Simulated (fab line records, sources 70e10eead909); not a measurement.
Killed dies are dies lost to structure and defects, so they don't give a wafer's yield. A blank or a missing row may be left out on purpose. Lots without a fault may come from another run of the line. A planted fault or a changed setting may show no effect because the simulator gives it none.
Tool commonality check | flow nand_harc | 10 lots, 30 wafers sampled

WHY IT WAS OPENED
At NHARC_A_CHANNEL_HOLE_D1_CD_MEAS_30 the reading cd_nm is flagged on 2 of 10 lots. Wafers without a fault read 90.9 nm, standard deviation 1.5.
Rule: a lot is flagged when every wafer of it that has a number lies more than 4 standard deviations from that mean, or none has a number. The other lots count as sound.

lot  | measured     | on        | cd_nm (nm), wafer by wafer | flag
L741 | day 9 01:06  | cd_sem-03 | 90.3 89.4 91.1             |
L743 | day 9 01:16  | cd_sem-03 | 91.5 87.9 90.4             |
L747 | day 10 02:43 | cd_sem-01 | 91.6 89.4 91.0             |
L748 | day 10 16:06 | cd_sem-03 | 89.9 91.3 90.2             |
L754 | day 12 02:49 | cd_sem-01 | 0.9 1.8 0.3                | FLAGGED
L753 | day 12 02:59 | cd_sem-03 | 0.6 1.1 -0.3               | FLAGGED
L759 | day 13 14:02 | cd_sem-02 | 91.0 90.5 93.8             |
L760 | day 13 14:38 | cd_sem-02 | 92.2 91.4 91.2             |
L761 | day 13 18:13 | cd_sem-01 | 87.6 86.6 92.1             |
L762 | day 14 08:37 | cd_sem-01 | 89.7 88.5 90.5             |
The numbers of the flagged lots are 0.7 nm on average: -90.2 nm against the usual, or -60 standard deviations.

WHICH TOOL RAN EACH LOT
The record holds 3 process steps before the reading, out of a route of 1159 steps. In each cell: the tool, then ch and the chambers that the sampled wafers went through, then the start.
lot  | flag    | NHARC_A_CHANNEL_HOLE_D1_ETCH_16               | NHARC_A_CHANNEL_HOLE_D1_ETCH_21  | NHARC_A_CHANNEL_HOLE_D1_ETCH_44
L741 |         | rie_diel-04 ch 0,1,2, day 8 19:30 or earlier  | har_etch-02 ch 0, day 8 20:04    | rie_diel-05 ch 0,2,3, day 9 00:18
L743 |         | rie_diel-11 ch 1,2,3, day 8 19:40 or earlier  | har_etch-01 ch 0,1, day 8 20:18  | rie_diel-04 ch 0,2, day 9 00:28
L747 |         | rie_diel-05 ch 2,3, day 9 21:05 or earlier    | har_etch-01 ch 0,1, day 9 21:41  | rie_diel-11 ch 0,2,3, day 10 01:55
L748 |         | rie_diel-04 ch 0,2, day 10 10:20 or earlier   | har_etch-01 ch 1, day 10 10:54   | rie_diel-04 ch 1,2,3, day 10 15:11
L754 | FLAGGED | rie_diel-11 ch 0,2, day 11 21:14 or earlier   | har_etch-02 ch 0, day 11 21:49   | rie_diel-11 ch 1,2,3, day 12 02:02
L753 | FLAGGED | rie_diel-05 ch 1,2,3, day 11 21:25 or earlier | har_etch-01 ch 0,1, day 11 21:55 | rie_diel-04 ch 2,3, day 12 02:11
L759 |         | rie_diel-11 ch 0,1,3, day 13 08:28 or earlier | har_etch-01 ch 0,1, day 13 09:02 | rie_diel-11 ch 0,3, day 13 13:14
L760 |         | rie_diel-05 ch 0,1,2, day 13 09:01 or earlier | har_etch-02 ch 0,1, day 13 09:31 | rie_diel-04 ch 0,1,2, day 13 13:49
L761 |         | rie_diel-11 ch 1,2,3, day 13 09:50 or earlier | har_etch-01 ch 0,1, day 13 13:11 | rie_diel-04 ch 0,1,2, day 13 17:25
L762 |         | rie_diel-11 ch 0,1,3, day 13 22:50 or earlier | har_etch-02 ch 0,1, day 14 03:32 | rie_diel-04 ch 2,3, day 14 07:49
What these steps do:
- NHARC_A_CHANNEL_HOLE_D1_ETCH_16: etches the open film in O2/COS, target depth 3100 nm, time 806 s.
- NHARC_A_CHANNEL_HOLE_D1_ETCH_21: etches the open film in C4F8/O2/Ar, time 514.3 s, target depth 1600 nm.
- NHARC_A_CHANNEL_HOLE_D1_ETCH_44: etches the open film in CF4/O2, target depth 140 nm, overetch 14 nm, time 77 s.
- NHARC_A_CHANNEL_HOLE_D1_CD_MEAS_30

FLAGGED OVER TOTAL, TOOL BY TOOL (the gauges that took the reading come last)
step                               | tool        | lots run | flagged | share of the flagged lots | sound lots run after its first flagged lot
NHARC_A_CHANNEL_HOLE_D1_ETCH_16    | rie_diel-04 | 2        | 0       | none                      | -
NHARC_A_CHANNEL_HOLE_D1_ETCH_16    | rie_diel-05 | 3        | 1       | some                      | 1 (L760)
NHARC_A_CHANNEL_HOLE_D1_ETCH_16    | rie_diel-11 | 5        | 1       | some                      | 3 (L759,L761,L762)
NHARC_A_CHANNEL_HOLE_D1_ETCH_21    | har_etch-01 | 6        | 1       | some                      | 2 (L759,L761)
NHARC_A_CHANNEL_HOLE_D1_ETCH_21    | har_etch-02 | 4        | 1       | some                      | 2 (L760,L762)
NHARC_A_CHANNEL_HOLE_D1_ETCH_44    | rie_diel-04 | 6        | 1       | some                      | 3 (L760,L761,L762)
NHARC_A_CHANNEL_HOLE_D1_ETCH_44    | rie_diel-05 | 1        | 0       | none                      | -
NHARC_A_CHANNEL_HOLE_D1_ETCH_44    | rie_diel-11 | 3        | 1       | some                      | 1 (L759)
NHARC_A_CHANNEL_HOLE_D1_CD_MEAS_30 | cd_sem-01   | 4        | 1       | some                      | 2 (L761,L762)
NHARC_A_CHANNEL_HOLE_D1_CD_MEAS_30 | cd_sem-02   | 2        | 0       | none                      | -
NHARC_A_CHANNEL_HOLE_D1_CD_MEAS_30 | cd_sem-03   | 4        | 1       | some                      | 0
NHARC_A_CHANNEL_HOLE_D1_ETCH_16 gives no start for some lots, so the hours and the order of its lots are those of NHARC_A_CHANNEL_HOLE_D1_CD_MEAS_18.

WHAT THE TABLE ALLOWS
No row of the table ran every flagged lot.

WHAT THE SIMULATOR HAD PUT IN
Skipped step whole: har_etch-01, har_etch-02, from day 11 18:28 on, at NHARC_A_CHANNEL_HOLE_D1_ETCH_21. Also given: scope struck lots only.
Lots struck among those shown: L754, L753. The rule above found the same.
